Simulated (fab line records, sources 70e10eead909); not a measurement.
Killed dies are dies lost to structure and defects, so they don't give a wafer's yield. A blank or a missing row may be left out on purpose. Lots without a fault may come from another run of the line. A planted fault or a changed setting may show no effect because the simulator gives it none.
A struck lot beside a sound one | flow nand_harc | 39 steps out of a route of 1302
Sound: wafers L373.1, L373.4, L373.6. Struck: wafers L378.1, L378.4, L378.6. The cause comes at the end.
At each step with rows: each side's tool, then ch and its chambers, then its first start. Under that, the readings that differ: sound wafers | struck wafers | difference of the means | sigmas: that difference in standard deviations of wafers without a fault.
alike: readings whose means differ by less than 2 such deviations, and words and numbers that are the same on both sides. not compared: withheld readings, readings that some wafer has no value for, bounds like >300 that may hide the same value, and numbers for which the record gives no deviation and whose values overlap.
The two part at a step that has a row with sigmas, a row that says differs or no value, or rows on one side only. Numbers that don't overlap but have no deviation are shown without sigmas and don't part them. A reading that every wafer of one side lacks parts them only if that side has two wafers or more.

first, 2 steps without rows for these wafers: NHARC_A_BONDPAD_HARDBAKE_10 (time 65 s); NHARC_A_BONDPAD_DESCUM_11 (chemistry O2, time 3 s).
NHARC_A_BONDPAD_ETCH_34: etches the open film in N2/H2, target depth 60 nm, overetch 18 nm, time 65.91 s.
  sound on rie_diel-01 ch 1,3, day 23 14:58; struck on rie_diel-12 ch 1,3, day 25 23:35
  reading               | sound             | struck            | difference | sigmas
  oes_product_au (a.u.) | 1.009 1.002 1.014 | 0.978 0.989 0.978 | -0.027     | -3
  alike: chamber_pressure_mTorr, drypump_motor_current_A, rf_vpp_V, showerhead_plenum_p_Torr, throttle_valve_pct
  not compared: rf_hours_counter_h
then, 1 step without rows for these wafers: NHARC_A_BONDPAD_ETCH_12 (etches the open film in CHF3/O2, target depth 220 nm, time 110 s).
NHARC_A_BONDPAD_CD_MEAS_13:
  sound on cd_sem-02, day 23 15:11; struck on cd_sem-02, day 25 23:49
  alike: cd_nm
then, 1 step without rows for these wafers: NHARC_A_BONDPAD_STRIP_15 (strips in O2).
NHARC_A_BONDPAD_ETCH_24: etches the open film in CF4/N2, target depth 30 nm, time 72.99 s.
  sound on rie_diel-01 ch 0,1,3; struck on rie_diel-13 ch 0,1,3
  alike: cf4_flow_sccm, chamber_pressure_mTorr, drypump_motor_current_A, oes_product_au, rf_vpp_V, showerhead_plenum_p_Torr, throttle_valve_pct
  not compared: rf_hours_counter_h
then, 2 steps without rows for these wafers: NHARC_A_BONDPAD_STRIP_16 (strips in post etch residue remover, time 600 s); NHARC_A_BONDPAD_DEGAS_25 (time 60 s).
NHARC_A_BONDPAD_PRE_CLEAN_26: time 30 s.
  sound on pvd_sputter-01; struck on pvd_sputter-03
  alike: heater_power_w
then, 2 steps without rows for these wafers: NHARC_A_BONDPAD_PVD_17 (deposits TaN, target thk 5 nm, time 8.06 s); NHARC_A_BONDPAD_PVD_27 (deposits Cu, target thk 30 nm, time 20.49 s).
NHARC_A_BONDPAD_ECD_18: material Cu, target thk 400 nm.
  sound on ecd_cu-02 ch 0,1, day 23 16:14; struck on ecd_cu-01 ch 0,1, day 26 00:47
NHARC_A_BONDPAD_ANNEAL_28: time 90 s.
  sound on rtp_anneal-01 ch 0, day 23 16:34; struck on rtp_anneal-02 ch 0, day 26 01:10
  alike: wafer_temp_C_max
then, 1 step without rows for these wafers: NHARC_A_BONDPAD_CMP_19 (polishes, t overpolish 30 s, cu recess touch 16 s, target thk 169.82 nm).
NHARC_A_BONDPAD_THK_MEAS_20: measures by xrf.
  sound on film_metro-01, day 23 17:14; struck on film_metro-02, day 26 01:50
  alike: thk_nm
then, 6 steps without rows for these wafers: NHARC_A_BONDPAD_SRD_21 (time 30 s, dry time 20 s); NHARC_HYBRID_BOND_ACTIVATE_00 (chemistry N2, time 60 s); NHARC_HYBRID_BOND_PRECLEAN_01 (cleans in DIW, time 300 s); NHARC_HYBRID_BOND_SRD_02 (time 30 s, dry time 20 s); NHARC_HYBRID_BOND_BOND_03; NHARC_HYBRID_BOND_ANNEAL_04 (time 7200 s).
NHARC_HYBRID_BOND_OVL_MEAS_05:
  sound on overlay-01, day 24 02:51; struck on overlay-02, day 26 14:14
  alike: overlay_x_nm, overlay_y_nm
then, 2 steps without rows for these wafers: NHARC_THIN_TSV_GRIND_00; NHARC_THIN_TSV_CMP_01 (polishes).
NHARC_THIN_TSV_THK_MEAS_02: measures by ir.
  sound on film_metro-02, day 24 05:43; struck on film_metro-01, day 26 15:56
  alike: thk_nm
then, 3 steps without rows for these wafers: NHARC_THIN_TSV_SRD_03; NHARC_THIN_TSV_PRECLEAN_41 (cleans in SC1); NHARC_THIN_TSV_SRD_42.
NHARC_THIN_TSV_DEP_43: deposits SiO2, target thk 1328.5 nm.
  sound on pecvd-04 ch 1,2, day 24 05:56; struck on pecvd-04 ch 1,2, day 26 16:14
  alike: throttle_valve_pct
then, 8 steps without rows for these wafers: NHARC_THIN_TSV_DEHYDRATE_04 (time 120 s); NHARC_THIN_TSV_HMDS_05 (time 30 s); NHARC_THIN_TSV_COAT_06; NHARC_THIN_TSV_SOFTBAKE_07 (time 95 s); NHARC_THIN_TSV_EBR_08; NHARC_THIN_TSV_EXPOSE_09 (exposes mask TSV); NHARC_THIN_TSV_PEB_10 (peb time 85 s); NHARC_THIN_TSV_DEVELOP_11 (time 70 s).
NHARC_END_SORT_01:
  the record has rows for the struck wafers here (prober-01 ch 0, day 27 09:32) and none for the sound ones

WHERE THEY PART
First at NHARC_A_BONDPAD_ETCH_34; last, within this record, at NHARC_END_SORT_01.

WHY: what the simulator had put in
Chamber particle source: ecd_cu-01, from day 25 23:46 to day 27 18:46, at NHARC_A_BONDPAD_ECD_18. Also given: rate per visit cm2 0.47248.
